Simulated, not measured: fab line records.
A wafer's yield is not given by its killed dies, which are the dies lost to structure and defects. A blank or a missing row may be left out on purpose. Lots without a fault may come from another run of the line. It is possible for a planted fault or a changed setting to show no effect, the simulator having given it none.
Split-lot study	flow n5_finfet	21 wafers read across 7 lots, on a route 1938 steps long

ABOUT THE SPLIT
At N5_BEOL_M1_TRENCH_ETCH_37 (etches SiOC in C4F6/O2, target depth 55.207 nm, time 29 s), the setting bias_w was moved away from the recipe's 185 W on 7 of the 21 wafers read, by -8.7% to +15.6%. This setting was run at the recipe's value on the other wafers.

The reading is taken at the split's own step.

THE READING
rf_vpp_V, in V, at N5_BEOL_M1_TRENCH_ETCH_37 (etches SiOC in C4F6/O2, target depth 55.207 nm, time 29 s). On this fab line, fault-free wafers typically give 666 V with a standard deviation of 12 V.

wafer	tool, chamber at the split	bias_w as run, W	against the recipe	rf_vpp_V, V	against lot-mates on the recipe
L074.1	rie_diel-05, 2	185	recipe	687	-
L074.4	rie_diel-05, 0	185	recipe	648	-
L074.5	rie_diel-05, 2	185	recipe	688	-
L079.3	rie_diel-02, 0	185	recipe	675	-
L079.4	rie_diel-02, 1	208.7	+12.8%	714	+39
L079.5	rie_diel-02, 2	208.7	+12.8%	732	+57
L080.1	rie_diel-06, 2	185	recipe	664	-
L080.3	rie_diel-06, 3	168.9	-8.7%	616	-48
L080.5	rie_diel-06, 2	168.9	-8.7%	617	-47
L082.2	rie_diel-02, 2	201	+8.6%	710	+46
L082.4	rie_diel-02, 1	201	+8.6%	693	+29
L082.6	rie_diel-02, 2	185	recipe	664	-
L083.2	rie_diel-06, 0	185	recipe	685	-
L083.4	rie_diel-06, 3	185	recipe	663	-
L083.6	rie_diel-06, 0	185	recipe	685	-
L088.2	rie_diel-02, 3	185	recipe	659	-
L088.3	rie_diel-02, 1	185	recipe	650	-
L088.4	rie_diel-02, 3	185	recipe	659	-
L095.2	rie_diel-02, 2	185	recipe	663	-
L095.3	rie_diel-02, 1	185	recipe	649	-
L095.6	rie_diel-02, 2	213.9	+15.6%	744	+88

THE FIT
A straight line over all 21 wafers: rf_vpp_V changes by +4.8 V for each +1% of bias_w; r = +0.92; the points scatter about the line by 13 V.
The same after taking each lot's own level away (the mean of its wafers on the recipe; 21 wafers): +4.74 V for each +1%; r = +0.94; scatter 11 V.
The reading moves by 74 V for the largest change in bias_w, on that fit.
Measured against the standard deviation above, the lots' own levels, which go from 656.0 to 677.7 V, span 1.8 times it.
The two slopes agree, so the slope changes little with the lot-to-lot level.
Check: with one of the wafers moved furthest among these (+15.6%) left out of the fit, the line predicts +66.5 V for it against its lot-mates. Against them it came out at +88 V.
Tool readings at the split's step, against how far the setting was moved: rf_vpp_V r = +0.92.

ADDITIONAL SPLITS CARRIED BY THESE WAFERS
These wafers also went through other splits before the reading. Each is held against what the fit with the lots' levels taken away leaves over:
other split on the same wafers	wafers away from the commonest value	r with rf_vpp_V (lot level and that fit taken away)
N5_GATE_CUT_DESCUM_18 time_s	11	-0.35
N5_MOL_CONTACT_COAG_EXPOSE_05 dose_mj	4	+0.02
N5_MOL_CONTACT_COAG_ALD_131 ald_cycles	5	-0.18
N5_BEOL_M0_SAQP_SPACER1_ALD_98 temp_c	9	-0.19
N5_BEOL_M0_SAQP_COAT_105 spin_rpm	7	+0.06
N5_BEOL_M0_ETCH_138 source_w	7	-0.01
N5_BEOL_M0_TRENCH_ETCH_107 target_depth_a	7	-0.28

FILE'S OWN FIT
rf_vpp_V changes by +4.88 V for each +1% of bias_w, r = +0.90.
